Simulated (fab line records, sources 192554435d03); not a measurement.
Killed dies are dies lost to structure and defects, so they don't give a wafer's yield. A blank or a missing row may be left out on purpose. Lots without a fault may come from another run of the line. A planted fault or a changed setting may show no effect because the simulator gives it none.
fab line records | flow n5_finfet
record lots=15 wafers=45 last_day=17
route steps=1938 shown BEOL_M3@944
lots that met no fault: from a run of the same line without faults
start_h: hours from the record's first day to the start of the lot's first wafer shown | wait_h: hours since the lot's step before | " the same as in the row above | L1.1+2: a row that stands for several wafers | - no value, or no start given | * or withheld: withheld | < > ~ a bound
route shown NAME@n: a module of which the file shows steps, and the number in the route of the first | usual: mean/standard deviation of fault-free wafers | same: alike in all rows | chamber/n: place in a boat | sites: the reading at each site | _std_site: their standard deviation | _edge_site: outer sites' mean less inner sites' | radius_mm: how far each site lies from the wafer's centre | mask NAME#n: copy n | behind: the tool/chamber that last shaped the wafer | hold: why the lot was held/for how many hours/how that ended | device: the transistor (n, p or np) that didn't switch | end of line: the same wafers' tests at the end of the route | a step without rows: its recipe alone | killed: dies lost to structure and defects at the first sort, not the wafer's yield | map: a wafer's dies, x killed, . not, _ none there
set.NAME: the setting as run; set.NAME@STEP: as run at that earlier step | model.NAME: the simulator's own value behind a step, which no gauge read
steps of the route over a sample of lots; a table a step, a row a wafer
services: from which hour (start_h, from the record's first day; less than 0 if before it) a tool's chamber was out of use, for how many hours, and why
## steps
# step N5_BEOL_M3_CD_MEAS_11
# recipe target_cd_nm=17.05 landing_energy_ev=500 detector=se_inlens polarity=opening
# usual cd_nm=17.06/0.24
# columns lot.wafer tool chamber start_h wait_h cd_nm
L344.1 cd_sem-03 0 140.18 - 17.13
L344.3 " 0 " " 17.00
L344.5 " 0 " " 16.95
L345.3 cd_sem-03 0 155.17 - 16.97
L345.5 " 0 " " 17.40
L345.6 " 0 " " 17.00
L346.1 cd_sem-01 0 169.95 - 17.12
L346.4 " 0 " " 16.83
L346.5 " 0 " " 17.50
L348.1 cd_sem-03 0 171.31 - 16.99
L348.2 " 0 " " 17.09
L348.3 " 0 " " 17.04
L349.2 cd_sem-01 0 172.73 - 17.17
L349.3 " 0 " " 16.81
L349.5 " 0 " " 16.56
L350.1 cd_sem-03 0 175.01 - 17.25
L350.2 " 0 " " 16.97
L350.6 " 0 " " 17.10
L354.1 cd_sem-03 0 211.28 - 16.68
L354.3 " 0 " " 17.10
L354.5 " 0 " " 16.93
L353.1 cd_sem-03 0 215.02 - 17.50
L353.3 " 0 " " 17.28
L353.5 " 0 " " 17.29
L352.3 cd_sem-01 0 215.06 - 17.10
L352.4 " 0 " " 16.80
L352.5 " 0 " " 17.35
L356.2 cd_sem-03 0 224.61 - 16.99
L356.4 " 0 " " 17.35
L356.6 " 0 " " 17.12
L360.1 cd_sem-01 0 252.50 - 16.92
L360.2 " 0 " " 16.53
L360.3 " 0 " " 16.53
L361.1 cd_sem-01 0 262.60 - 16.83
L361.2 " 0 " " 16.93
L361.5 " 0 " " 17.18
L363.1 cd_sem-03 0 265.45 - 17.19
L363.2 " 0 " " 16.80
L363.5 " 0 " " 16.96
L364.2 cd_sem-01 0 270.92 - 17.06
L364.3 " 0 " " 17.46
L364.5 " 0 " " 17.36
L367.1 cd_sem-03 0 285.86 - 17.27
L367.2 " 0 " " 17.05
L367.4 " 0 " " 16.70
# step N5_BEOL_M3_HM_OPEN_17
# recipe chemistry=Cl2/BCl3 target_depth_a=200 overetch_a=60 target=TiN mask_material=SOC ion_energy_ev=150 pressure_mtorr=10 icp_w=1000 bias_w=126 Cl2_flow_sccm=53.25 bcl3_flow_sccm=21.75 Ar_flow_sccm=25
# usual drypump_motor_current_A=5.7/0.4 he_backside_leak_sccm=3.43/0.28 mfc_cl2_sccm=53.20/0.18 oes_product_au=0.63/0.087 throttle_valve_pct=22.07/0.13
# columns lot.wafer tool chamber start_h wait_h drypump_motor_current_A he_backside_leak_sccm mfc_cl2_sccm oes_product_au rf_hours_counter_h throttle_valve_pct
L344.1 rie_metal-01 0 140.55 0.0 5.4 3.39 53.08 0.61 76 22.20
L344.3 " 1 " " 5.3 3.74 53.16 0.53 - 22.00
L344.5 " 0 " " 5.4 3.40 52.98 0.60 - 22.20
L345.3 rie_metal-01 0 155.56 0.1 5.5 3.12 53.25 0.59 - 22.19
L345.5 " 0 " " 5.5 3.28 53.49 0.60 - 22.19
L345.6 " 1 " " 5.3 4.00 52.93 0.53 - 22.01
L346.1 rie_metal-01 0 170.32 0.0 5.5 3.37 53.60 0.60 79 22.18
L346.4 " 1 " " 5.3 3.65 52.87 0.53 - 21.99
L346.5 " 0 " " 5.5 3.33 53.26 0.60 - 22.18
L348.1 rie_metal-02 1 171.68 0.0 6.2 3.17 53.15 0.74 17 21.98
L348.2 " 0 " " 5.8 3.06 53.02 0.60 78 22.22
L348.3 " 0 " " 5.8 2.99 53.37 0.61 - 22.22
L349.2 rie_metal-01 1 173.11 0.0 5.3 3.69 53.03 0.53 121 22.00
L349.3 " 0 " " 5.4 3.49 53.13 0.59 - 22.18
L349.5 " 0 " " 5.4 3.27 53.26 0.60 - 22.18
L350.1 rie_metal-03 1 175.42 0.0 5.9 3.16 53.09 0.80 3 21.89
L350.2 " 0 " " 6.5 3.22 52.90 0.72 20 21.98
L350.6 " 0 " " 6.5 3.40 52.97 0.72 - 21.98
L354.1 rie_metal-01 1 211.65 0.0 5.3 3.81 52.94 0.52 124 22.03
L354.3 " 0 " " 5.4 3.41 53.35 0.59 - 22.20
L354.5 " 1 " " 5.3 3.83 53.04 0.52 - 22.01
L353.1 rie_metal-01 0 215.39 0.0 5.4 3.34 53.34 0.58 83 22.21
L353.3 " 0 " " 5.4 3.51 53.15 0.58 - 22.21
L353.5 " 0 " " 5.4 3.58 53.45 0.59 - 22.21
L352.3 rie_metal-02 1 215.46 0.1 6.3 3.25 53.18 0.74 - 22.00
L352.4 " 0 " " 5.7 3.21 53.24 0.60 - 22.23
L352.5 " 1 " " 6.3 3.26 53.30 0.74 - 21.99
L356.2 rie_metal-01 0 224.98 0.0 5.5 3.30 53.04 0.59 83 22.20
L356.4 " 1 " " 5.3 3.76 53.01 0.52 - 21.99
L356.6 " 0 " " 5.5 3.15 53.08 0.59 - 22.21
L360.1 rie_metal-02 0 253.04 0.0 5.8 3.00 53.06 0.58 86 22.24
L360.2 " 1 " " 6.3 3.27 53.04 0.71 25 22.01
L360.3 " 1 " " 6.3 3.25 53.21 0.72 - 22.02
L361.1 rie_metal-03 1 262.97 0.0 6.0 3.16 53.21 0.73 11 21.96
L361.2 " 0 " " 6.5 3.29 53.22 0.70 27 22.01
L361.5 " 1 " " 5.9 3.30 53.46 0.74 - 21.94
L363.1 rie_metal-03 0 265.82 0.0 6.5 3.28 52.99 0.69 27 22.00
L363.2 " 1 " " 5.9 3.28 52.92 0.74 11 21.93
L363.5 " 1 " " 5.9 3.10 53.17 0.75 - 21.92
L364.2 rie_metal-01 1 271.37 0.0 5.3 3.68 52.92 0.80 1 21.76
L364.3 " 0 " " 5.4 3.89 53.37 0.58 - 22.20
L364.5 " 0 " " 5.4 3.34 53.38 0.58 - 22.21
L367.1 rie_metal-01 1 286.23 0.0 5.3 3.80 53.32 0.79 1 21.76
L367.2 " 0 " " 5.4 3.30 53.31 0.57 92 22.24
L367.4 " 0 " " 5.4 3.51 53.36 0.57 - 22.23
# step N5_BEOL_M3_PEB_26
# recipe peb_temp_c=100 peb_time_s=60 resist=CAR-EUV
# usual chill_plate_temp_C=23.01/0.1 exhaust_pa=45.2/1.1 resist_line_temp_C=23.00/0.1
# columns lot.wafer tool chamber start_h wait_h chill_plate_temp_C exhaust_pa resist_line_temp_C
L344.1 litho_track-03 0 141.13 0.1 23.13 47.3 23.02
L344.3 " 0 " " 23.03 46.3 23.04
L344.5 " 0 " " 23.09 45.6 23.05
L345.3 litho_track-03 0 156.09 0.1 23.11 43.8 22.84
L345.5 " 0 " " 23.02 43.4 22.88
L345.6 " 0 " " 23.05 44.1 22.91
L346.1 litho_track-01 0 170.76 0.1 22.94 42.8 22.96
L346.4 " 0 " " 22.89 43.9 23.01
L346.5 " 0 " " 22.88 43.7 23.01
L348.1 litho_track-03 0 172.11 0.1 22.95 44.9 23.13
L348.2 " 0 " " 23.01 45.8 23.17
L348.3 " 0 " " 23.03 45.5 23.01
L349.2 litho_track-01 0 173.70 0.1 22.97 45.1 23.07
L349.3 " 0 " " 22.98 46.2 23.05
L349.5 " 0 " " 23.06 44.8 23.09
L350.1 litho_track-05 0 175.86 0.1 23.12 45.9 22.93
L350.2 " 0 " " 23.16 43.6 22.88
L350.6 " 0 " " 23.16 46.1 23.04
L354.1 litho_track-01 0 212.23 0.1 23.11 45.3 22.93
L354.3 " 0 " " 23.11 46.3 22.90
L354.5 " 0 " " 23.02 46.5 22.88
L353.1 litho_track-05 0 215.82 0.1 22.78 45.6 23.21
L353.3 " 0 " " 22.91 44.6 23.08
L353.5 " 0 " " 22.99 45.4 23.02
L352.3 litho_track-03 0 216.01 0.1 22.93 44.6 23.05
L352.4 " 0 " " 23.06 43.9 22.99
L352.5 " 0 " " 23.02 43.2 22.92
L356.2 litho_track-05 0 225.54 0.1 22.84 44.6 23.06
L356.4 " 0 " " 22.85 45.6 23.04
L356.6 " 0 " " 23.03 45.0 23.27
L360.1 litho_track-01 0 253.56 0.1 22.98 45.9 22.85
L360.2 " 0 " " 23.03 45.5 22.98
L360.3 " 0 " " 23.15 46.3 22.99
L361.1 litho_track-03 - 263.53 0.1 - - -
L361.2 " - " " - - -
L361.5 " - " " - - -
L363.1 litho_track-05 - 266.37 0.1 - - -
L363.2 " - " " - - -
L363.5 " - " " - - -
L364.2 litho_track-05 - 271.93 0.1 - - -
L364.3 " - " " - - -
L364.5 " - " " - - -
L367.1 litho_track-03 0 286.67 0.1 22.95 45.0 23.23
L367.2 " 0 " " 22.94 44.9 23.09
L367.4 " 0 " " 22.87 43.4 23.19
# step N5_BEOL_M3_DESCUM_33
# recipe chemistry=O2 time_s=7 source_power_w=50 bias_power_w=20 pressure_mtorr=20 rf_frequency_hz=2.712e+07 temp_c=40 resist=CAR-EUV o2_flow_sccm=225
# usual drypump_motor_current_A=5.8/0.51 oes_product_au=0.80/0.076 rf_vpp_V=243.3/1.4 showerhead_plenum_p_Torr=2.10/0.074 temp_c=39.99/0.12 throttle_valve_pct=20.43/0.21
# columns lot.wafer tool chamber start_h wait_h drypump_motor_current_A oes_product_au rf_hours_counter_h rf_vpp_V showerhead_plenum_p_Torr temp_c throttle_valve_pct
L344.1 rie_diel-05 3 141.32 0.0 5.7 0.68 240 239.7 1.98 39.86 20.67
L344.3 " 2 " " 5.4 0.74 164 243.5 2.08 40.11 20.73
L344.5 " 2 " " 5.4 0.75 - 243.0 2.08 40.01 20.72
L345.3 rie_diel-06 1 156.28 0.0 5.5 0.74 173 241.1 1.99 39.98 20.36
L345.5 " 2 " " 6.5 0.77 - 242.1 2.09 40.00 20.50
L345.6 " 1 " " 5.5 0.74 - 240.4 1.99 39.92 20.32
L346.1 rie_diel-06 1 170.95 0.0 5.5 0.74 177 241.9 1.99 39.98 20.34
L346.4 " 3 " " 6.5 0.84 76 242.3 2.04 40.04 20.48
L346.5 " 3 " " 6.5 0.84 - 242.3 2.04 39.91 20.46
L348.1 rie_diel-06 0 172.30 0.0 5.7 0.86 39 243.2 2.12 39.99 20.02
L348.2 " 2 " " 6.4 0.77 148 243.6 2.09 40.10 20.51
L348.3 " 1 " " 5.5 0.74 177 240.7 1.99 39.96 20.34
L349.2 rie_diel-05 1 173.95 0.1 5.8 0.76 177 245.0 2.17 39.91 20.60
L349.3 " 2 " " 5.4 0.73 176 242.3 2.08 40.11 20.75
L349.5 " 1 " " 5.8 0.75 - 244.2 2.17 39.79 20.60
L350.1 rie_diel-06 2 176.05 0.0 6.5 0.77 149 242.4 2.09 39.97 20.52
L350.2 " 3 " " 6.6 0.84 78 242.5 2.04 39.94 20.46
L350.6 " 1 " " 5.5 0.75 - 240.6 1.99 40.09 20.33
L354.1 rie_diel-02 0 212.42 0.0 5.1 0.90 28 244.4 2.21 39.96 20.56
L354.3 " 3 " " 6.6 0.91 21 244.1 2.15 39.83 20.20
L354.5 " 3 " " 6.6 0.92 - 244.9 2.15 39.97 20.20
L353.1 rie_diel-05 0 216.01 0.0 5.6 0.95 14 244.0 2.06 39.98 20.06
L353.3 " 1 " " 5.8 0.74 191 244.3 2.17 40.06 20.62
L353.5 " 1 " " 5.8 0.73 - 243.9 2.17 39.96 20.62
L352.3 rie_diel-06 3 216.20 0.0 6.6 0.82 89 242.4 2.03 40.13 20.48
L352.4 " 2 " " 6.5 0.76 161 243.1 2.09 40.17 20.52
L352.5 " 1 " " 5.5 0.72 - 242.3 1.98 40.09 20.34
L356.2 rie_diel-02 3 225.95 0.3 6.5 0.90 26 243.7 2.15 40.03 20.20
L356.4 " 1 " " 5.5 0.72 - 242.4 2.17 40.11 20.54
L356.6 " 3 " " 6.6 0.90 - 244.0 2.15 40.11 20.20
L360.1 rie_diel-02 3 253.75 0.0 6.6 0.89 33 244.9 2.15 40.03 20.22
L360.2 " 2 " " 5.1 0.79 98 243.1 2.03 39.93 20.34
L360.3 " 0 " " 5.1 0.88 41 245.7 2.21 39.95 20.58
L361.1 rie_diel-06 2 263.72 0.0 6.5 0.75 176 242.9 2.08 39.97 20.56
L361.2 " 3 " " 6.5 0.82 103 242.2 2.03 40.05 20.52
L361.5 " 1 " " 5.5 0.71 - 241.1 1.98 40.09 20.39
L363.1 rie_diel-06 0 266.56 0.0 5.7 0.82 66 243.9 2.11 39.94 20.04
L363.2 " 3 " " 6.5 0.81 103 241.8 2.03 39.93 20.50
L363.5 " 3 " " 6.5 0.82 - 243.2 2.03 39.95 20.53
L364.2 rie_diel-05 1 272.12 0.0 5.8 0.73 206 243.1 2.16 39.87 20.64
L364.3 " 0 " " 5.6 0.91 28 242.9 2.06 39.99 20.11
L364.5 " 1 " " 5.8 0.72 - 245.4 2.16 40.13 20.66
L367.1 rie_diel-05 3 286.98 0.2 5.7 0.90 24 244.5 2.23 40.20 20.34
L367.2 " 0 " " 5.6 0.90 31 242.2 2.05 40.24 20.11
L367.4 " 1 " " 5.8 0.72 210 244.6 2.16 40.05 20.66
## services
# columns tool chamber start_h hours kind
rie_diel-02 0 118.74 - clean
rie_diel-02 0 118.74 - consumable_replace:focus_ring
rie_diel-02 0 118.74 - consumable_replace:showerhead
rie_diel-05 0 134.07 5.7 repair
rie_metal-03 - 144.48 14.6 pm
rie_diel-05 0 159.98 - clean
rie_diel-05 0 159.98 - consumable_replace:focus_ring
rie_diel-05 0 159.98 15.6 scheduled_down
rie_diel-05 0 159.98 15.6 vent_cycle
rie_diel-05 3 175.58 - clean
rie_diel-05 3 175.58 - consumable_replace:focus_ring
rie_diel-05 3 175.58 - consumable_replace:showerhead
rie_diel-05 3 175.58 22.7 scheduled_down
rie_diel-05 3 175.58 22.7 vent_cycle
rie_metal-03 0 184.21 10.9 repair
rie_diel-02 2 187.47 42.2 repair
rie_metal-02 - 190.48 2.7 repair
rie_diel-05 - 197.43 0.5 repair
rie_metal-02 - 227.80 2.8 pm
rie_metal-01 1 232.65 - clean
rie_metal-01 1 232.65 26.8 scheduled_down
rie_metal-01 1 232.65 26.8 vent_cycle
rie_metal-03 - 257.92 0.4 repair
rie_metal-01 1 273.02 12.5 repair
## key
first_sign step=N5_BEOL_M3_PEB_26 reading=tool_record direction=missing
effect none on later readings
met_at N5_BEOL_M3_PEB_26
struck_lots L361,L363,L364
later_rows_left_out L361.1,L361.2,L361.5,L363.1,L363.2,L363.5,L364.2,L364.3,L364.5
sort_left_out L361.1,L361.2,L361.5,L363.1,L363.2,L363.5,L364.2,L364.3,L364.5
not_acting_at N5_BEOL_M3_CD_MEAS_11,N5_BEOL_M3_HM_OPEN_17,N5_BEOL_M3_DESCUM_33
onset_between 225.54 263.53
fault kind=skipped_step_whole tool=litho_track-03,litho_track-05 chamber=- onset_h=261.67 steps=N5_BEOL_M3_PEB_26 scope=struck_lots_only
# sort_left_out: the simulated sort isn't trusted on such a fault, so these wafers' sort isn't shown, and their yield isn't known
# later_rows_left_out: the simulator's readings of these wafers behind a module that went badly wrong aren't trusted and aren't shown, but for the sort
